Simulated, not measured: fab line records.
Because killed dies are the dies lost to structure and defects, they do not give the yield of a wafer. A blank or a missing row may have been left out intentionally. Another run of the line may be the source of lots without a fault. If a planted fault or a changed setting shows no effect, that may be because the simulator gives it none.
Which tool did it? ; flow n5Finfet ; 25 wafers from 9 lots sampled at 6 of the route's 1938 steps

== WHAT EACH GAUGE READ, for each wafer ==
N5_BEOL_M3_OCD_MEAS_38. Usual: 55.0 nm for trenchDepthNm, sd 0.97.
lot;measured;on;trenchDepthNm (nm);flag
L951;day 7 18:05;ocd-02;55.5 54.2 54.7;
L954;day 8 18:29;ocd-02;55.3 53.8 55.3;
L962;day 10 07:29;ocd-02;82.0 82.0;OFF
L964;day 11 00:29;ocd-02;80.7 78.6;OFF
L965;day 11 11:13;ocd-01;55.8 81.6 80.0;OFF
L967;day 12 08:39;ocd-01;55.0 53.6 54.9;
L970;day 12 17:36;ocd-02;55.1 54.9 54.2;
L969;day 12 21:17;ocd-01;53.4 54.0 54.9;
L972;day 12 23:05;ocd-01;55.9 55.7 53.9;

N5_BEOL_M4_RC_MEAS_101. Usual: DIBL_N 36.0 mV/V, standard deviation 1.6; DIBL_P 36.1 mV/V, standard deviation 2; IOFF_N 0.160 nA/um, standard deviation 0.029; IOFF_P 0.21 nA/um, standard deviation 0.039; ION_N 675 uA/um, standard deviation 13; ION_P 464 uA/um, standard deviation 8.8; SS_N 71.5 mV/dec, standard deviation 0.58; SS_P 73.3 mV/dec, standard deviation 0.65; VT_N 250 mV, standard deviation 3.3; VT_P -249 mV, standard deviation 3.6.
lot;measured;on;DIBL_N (mV/V);DIBL_P (mV/V);IOFF_N (nA/um);IOFF_P (nA/um);ION_N (uA/um);ION_P (uA/um);SS_N (mV/dec);SS_P (mV/dec);VT_N (mV);VT_P (mV);flag
L951;day 8 07:10;prober-01;34.1 36.9 33.7;34.5 37.5 33.5;0.128 0.173 0.118;0.17 0.22 0.15;666 693 665;456 473 452;72.0 71.0 71.2;72.5 73.4 72.2;252 248 255;-252 -248 -255;
L954;day 9 12:39;prober-02;38.0 36.7 37.5;36.8 35.3 37.1;0.166 0.154 0.152;0.23 0.22 0.23;681 677 670;471 465 465;71.6 70.8 72.2;73.6 73.0 73.3;250 250 252;-248 -249 -247;
L962;day 10 22:27;prober-01;35.6 36.5;34.9 37.6;0.155 0.178;0.22 0.27;652 689;457 474;71.7 71.2;72.7 74.2;250 247;-248 -246;
L964;day 12 01:01;prober-01;37.8 36.3;37.4 35.7;0.193 0.152;0.20 0.18;694 681;463 461;71.6 71.6;74.1 74.1;245 251;-251 -252;
L965;day 12 03:53;prober-02;34.5 35.9 35.9;34.8 37.2 36.8;0.138 0.166 0.171;0.19 0.25 0.23;657 673 682;455 467 470;71.2 71.7 71.7;72.6 73.0 73.5;252 249 246;-250 -246 -249;
L967;day 12 22:20;prober-02;37.0 38.7 38.2;37.9 39.9 40.1;0.177 0.218 0.195;0.24 0.30 0.29;694 711 689;478 482 480;72.3 72.2 72.1;73.2 74.3 73.8;245 244 244;-245 -244 -244;
L970;day 13 06:37;prober-02;31.8 32.8 35.6;33.0 34.9 37.3;0.115 0.123 0.171;0.18 0.21 0.24;667 663 681;461 468 471;70.8 71.1 71.3;72.4 73.2 73.8;256 254 249;-250 -246 -247;
L969;day 13 13:07;prober-02;35.4 36.8 38.6;35.1 36.5 39.2;0.146 0.159 0.210;0.20 0.22 0.27;695 675 706;478 466 479;71.2 71.7 72.0;72.2 73.2 74.0;249 251 247;-251 -248 -247;
L972;day 13 14:01;prober-01;37.1 37.2 38.8;39.3 38.6 40.2;0.192 0.181 0.234;0.30 0.27 0.31;682 677 687;472 469 468;70.9 72.6 72.1;74.7 73.8 74.1;245 247 244;-242 -246 -242;

== EACH LOT AND THE TOOL THAT RAN IT (in order: tool; ch and the chambers of the sampled wafers; start) ==
lot;N5_BEOL_M3_ETCH_70;N5_BEOL_M3_TRENCH_ETCH_37;N5_BEOL_M3_DEGAS_44;N5_BEOL_M3_ALD_84
L951;rieDiel-01 ch 0,1,2, day 7 17:44;rieDiel-01 ch 0,1,2, day 7 17:56;pvdSputter-01, day 7 18:32;aldMetal-01 ch 1,2, day 7 18:38
L954;rieDiel-01 ch 1,2, day 8 18:08;rieDiel-01 ch 1,2, day 8 18:20;pvdSputter-01, day 8 19:16;aldMetal-04 ch 0,3, day 8 19:22
L962;rieDiel-01 ch 0,3, day 10 07:07;rieDiel-01 ch 0,3, day 10 07:19;pvdSputter-01, day 10 08:37;aldMetal-04 ch 0,1, day 10 08:43
L964;rieDiel-01 ch 1,2, day 11 00:07;rieDiel-01 ch 1,2, day 11 00:19;pvdSputter-02, day 11 01:05;aldMetal-01 ch 1,3, day 11 01:11
L965;rieDiel-01 ch 0,1,3, day 11 10:52;rieDiel-01 ch 0,1,3, day 11 11:04;pvdSputter-01, day 11 11:59;aldMetal-01 ch 1,2,3, day 11 12:10
L967;rieDiel-02 ch 1,2,3, day 12 08:18;rieDiel-02 ch 1,2,3, day 12 08:30;pvdSputter-03, day 12 08:57;aldMetal-03 ch 1,2, day 12 09:06
L970;rieDiel-02 ch 1,2,3, day 12 17:14;rieDiel-02 ch 1,2,3, day 12 17:27;pvdSputter-03, day 12 18:23;aldMetal-04 ch 1,2,3, day 12 18:29
L969;rieDiel-05 ch 1,2,3, day 12 20:56;rieDiel-05 ch 1,2,3, day 12 21:08;pvdSputter-02, day 12 21:34;aldMetal-04 ch 0,2,3, day 12 21:40
L972;rieDiel-02 ch 0,1,3, day 12 22:44;rieDiel-02 ch 0,1,3, day 12 22:56;pvdSputter-01, day 12 23:40;aldMetal-01 ch 0,3, day 12 23:46
- N5_BEOL_M3_ETCH_70: etches SOC in N2/H2, target depth 80 nm, overetch 16 nm, time 120 s.
- N5_BEOL_M3_TRENCH_ETCH_37: etches SiOC in C4F6/O2, target depth 55.555 nm, time 29.2 s.
- N5_BEOL_M3_DEGAS_44: time 60 s.
- N5_BEOL_M3_ALD_84: deposits TaN, pulse time 2 s, purge time 3 s, co reactant purge time 2 s.

== AS READ BY THE TOOLS THEMSELVES (means over the sampled wafers that have a number; for cases with no such wafer, the mark the record gives instead) ==
N5_BEOL_M3_ETCH_70. Usual: drypumpMotorCurrentA 5.8 A, standard deviation 0.44; oesProductAu 0.56 a.u., standard deviation 0.039; rfVppV 523.7 V, standard deviation 2.8; showerheadPlenumPTorr 2.53 Torr, standard deviation 0.086; throttleValvePct 17.87 %, standard deviation 0.16.
lot;tool;drypumpMotorCurrentA (A);oesProductAu (a.u.);rfVppV (V);showerheadPlenumPTorr (Torr);throttleValvePct (%);flag
L951;rieDiel-01;6.2;0.61;523.9;2.56;17.86;
L954;rieDiel-01;6.3;0.64;525.7;2.61;17.84;
L962;rieDiel-01;5.5;0.56;521.8;2.42;17.97;
L964;rieDiel-01;6.2;0.60;525.5;2.60;17.89;
L965;rieDiel-01;5.8;0.59;522.0;2.48;17.94;
L967;rieDiel-02;5.7;0.54;522.8;2.51;17.82;
L970;rieDiel-02;5.7;0.54;523.6;2.51;17.84;
L969;rieDiel-05;5.7;0.54;524.1;2.55;18.05;
L972;rieDiel-02;5.9;0.54;522.9;2.51;17.82;

N5_BEOL_M3_TRENCH_ETCH_37. Usual: drypumpMotorCurrentA 5.8 A, standard deviation 0.44; oesProductAu 0.73 a.u., standard deviation 0.054; rfVppV 668 V, standard deviation 11; showerheadPlenumPTorr 2.83 Torr, standard deviation 0.098; throttleValvePct 20.90 %, standard deviation 0.17.
lot;tool;drypumpMotorCurrentA (A);oesProductAu (a.u.);rfVppV (V);showerheadPlenumPTorr (Torr);throttleValvePct (%);flag
L951;rieDiel-01;6.2;0.80;671;2.86;20.89;
L954;rieDiel-01;6.3;0.83;672;2.90;20.77;
L962;rieDiel-01;5.5;0.96;664;2.72;21.04;OFF
L964;rieDiel-01;6.2;1.00;676;2.91;20.93;OFF
L965;rieDiel-01;5.9;0.91;664;2.77;20.91;OFF
L967;rieDiel-02;5.7;0.69;665;2.82;20.86;
L970;rieDiel-02;5.7;0.70;666;2.81;20.86;
L969;rieDiel-05;5.6;0.69;663;2.87;21.12;
L972;rieDiel-02;5.9;0.70;663;2.82;20.88;

N5_BEOL_M3_DEGAS_44. Usual: heaterPowerW 328 W, standard deviation 39; susceptorTempC 250.01 C, standard deviation 0.17.
lot;tool;heaterPowerW (W);susceptorTempC (C);flag
L951;pvdSputter-01;313;249.95;
L954;pvdSputter-01;314;250.09;
L962;pvdSputter-01;352;250.00;
L964;pvdSputter-02;303;249.95;
L965;pvdSputter-01;337;250.01;
L967;pvdSputter-03;333;250.11;
L970;pvdSputter-03;344;250.03;
L969;pvdSputter-02;325;250.00;
L972;pvdSputter-01;366;249.88;

N5_BEOL_M3_ALD_84. Usual: heaterPowerW 437 W, standard deviation 47; mfcCarrierSccm 1500 sccm, standard deviation 4.6; precursorVesselPressureTorr 26.26 Torr, standard deviation 0.055; susceptorTempC 275.00 C, standard deviation 0.21.
lot;tool;heaterPowerW (W);mfcCarrierSccm (sccm);precursorVesselPressureTorr (Torr);susceptorTempC (C);flag
L951;aldMetal-01;487;1500;26.27;275.16;
L954;aldMetal-04;434;1500;26.24;275.05;
L962;aldMetal-04;458;1497;26.30;274.92;
L964;aldMetal-01;459;1502;26.19;275.01;
L965;aldMetal-01;469;1497;26.19;274.92;
L967;aldMetal-03;421;1497;26.30;274.96;
L970;aldMetal-04;454;1502;26.23;274.92;
L969;aldMetal-04;428;1500;26.25;275.11;
L972;aldMetal-01;387;1503;26.25;274.88;

== THE ANSWER, worked out from the rows above alone ==
Rule: a lot is off if the mean of its wafers that have a number lies more than 3 standard deviations from the usual mean. Also off: a lot with no number at a reading for which 4 or more lots have one. All remaining lots with rows at the step are treated as sound. After the gauges, taken in route order, come the tools' own readings; for these a lot's mean is taken, as printed above. The first step at which some lot is off is used, and at that step the reading that is off furthest; a lot without a number counts as furthest.
Off: L962, L964, L965 (N5_BEOL_M3_OCD_MEAS_38, trenchDepthNm).
A tool fits if, at a process step before that reading, it ran every lot that is off, and no sound lot after the first of them. The gauges at N5_BEOL_M3_OCD_MEAS_38 aren't tried: what is off there is off at N5_BEOL_M3_TRENCH_ETCH_37 too, on other tools, and a gauge's error can't cause that. One fits: rieDiel-01 at N5_BEOL_M3_ETCH_70 and N5_BEOL_M3_TRENCH_ETCH_37. At N5_BEOL_M3_ETCH_70 its last sound lot is L954 (day 8 18:08), its first lot that is off L962 (day 10 07:07): a fault that began between those two fits.

== WHAT WAS PUT IN BY THE SIMULATOR ==
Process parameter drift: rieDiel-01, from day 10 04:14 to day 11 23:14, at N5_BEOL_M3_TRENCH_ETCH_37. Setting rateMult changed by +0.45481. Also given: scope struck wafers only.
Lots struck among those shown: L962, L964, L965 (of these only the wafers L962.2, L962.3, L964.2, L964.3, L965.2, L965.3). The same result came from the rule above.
